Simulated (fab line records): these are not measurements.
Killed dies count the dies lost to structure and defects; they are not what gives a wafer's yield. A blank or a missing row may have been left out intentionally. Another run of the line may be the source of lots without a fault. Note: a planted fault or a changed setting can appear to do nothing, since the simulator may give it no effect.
One fault through the eyes of 3 desks / flow n5_finfet / each desk holds nothing but its own numbers, with what lay behind them at the end

== THE METROLOGY DESK ==
What the gauges read for every lot (on any tool): the sampled wafers with a number, averaged. The brackets show how far a lot's mean lies from the usual mean; more than 4 standard deviations puts the lot out of limits, marked OUT.
Columns: A = cd_nm at N5_PMOS_HMC_CHANNEL_EPI_CD_MEAS_09, usual 237.5 nm; B = PMOS_HMC_BLK_OVL at N5_PMOS_HMC_CHANNEL_EPI_OVL_MEAS_10, usual 0.1 nm
lot=L270; first seen here=day 2 11:25; A=238.1; B=0.7
lot=L275; first seen here=day 3 17:08; A=238.5; B=0.6
lot=L278; first seen here=day 4 12:01; A=238.2; B=-0.5
lot=L279; first seen here=day 4 17:33; A=236.8; B=0.2
lot=L289; first seen here=day 7 05:13; A=237.6; B=-0.0
lot=L290; first seen here=day 7 11:26; A=236.4; B=-0.7
This desk's verdict: no lot among the 6 shows anything out of limits.

== THE TOOL OWNER'S DESK: pecvd-01 ==
The tool's own readings at N5_PMOS_HMC_CHANNEL_EPI_HM_DEP_34 (deposits SiO2 from TEOS/O2, target thk 36 nm, time 6.9 s): means of the sampled wafers that have a number, for each lot that ran on this tool. The brackets show how far a lot's mean lies from the usual mean; more than 4 standard deviations puts the lot out of limits, marked OUT.
Columns: A = heater_power_w at N5_PMOS_HMC_CHANNEL_EPI_HM_DEP_34, usual 573 W; B = showerhead_plenum_p_Torr at N5_PMOS_HMC_CHANNEL_EPI_HM_DEP_34, usual 8.32 Torr; C = throttle_valve_pct at N5_PMOS_HMC_CHANNEL_EPI_HM_DEP_34, usual 18.6 %
lot=L275; first seen here=day 3 16:43; A=579; B=8.30; C=18.4
lot=L278; first seen here=day 4 11:44; A=516; B=8.29; C=19.3
lot=L279; first seen here=day 4 17:16; A=520; B=8.29; C=19.3
This desk's verdict: no lot among the 3 shows anything out of limits.

== THE DEFECT DESK ==
Lot by lot, what the route's inspections counted, given as the mean of those sampled wafers with a number. The brackets show how far a lot's mean lies from the usual mean; more than 4 standard deviations puts the lot out of limits, marked OUT.
Columns: A = raw_defect_count at N5_WELL_APT_INSPECT_27, usual 2.0; B = raw_defect_count at N5_WELL_APT_INSPECT_38, usual 12; C = raw_defect_count at N5_PMOS_HMC_CHANNEL_EPI_INSPECT_11, usual 2.3
lot=L270; first seen here=day 2 09:01; A=3.3; B=13; C=1.3
lot=L275; first seen here=day 3 15:01; A=1.3; B=9; C=3.0
lot=L278; first seen here=day 4 09:44; A=3.0; B=10; C=2.0
lot=L279; first seen here=day 4 15:25; A=2.3; B=12; C=2.7
lot=L289; first seen here=day 7 03:00; A=2.7; B=15; C=3.0
lot=L290; first seen here=day 7 09:19; A=2.7; B=17; C=2.3
This desk's verdict: no lot among the 6 shows anything out of limits.

== BROUGHT TOGETHER ==
Metrology desk: nothing out of limits seen.
Nothing out of limits was seen by the tool owner's desk.
Nothing out of limits was seen by the defect desk.

== WHAT THE SIMULATOR PUT IN ==
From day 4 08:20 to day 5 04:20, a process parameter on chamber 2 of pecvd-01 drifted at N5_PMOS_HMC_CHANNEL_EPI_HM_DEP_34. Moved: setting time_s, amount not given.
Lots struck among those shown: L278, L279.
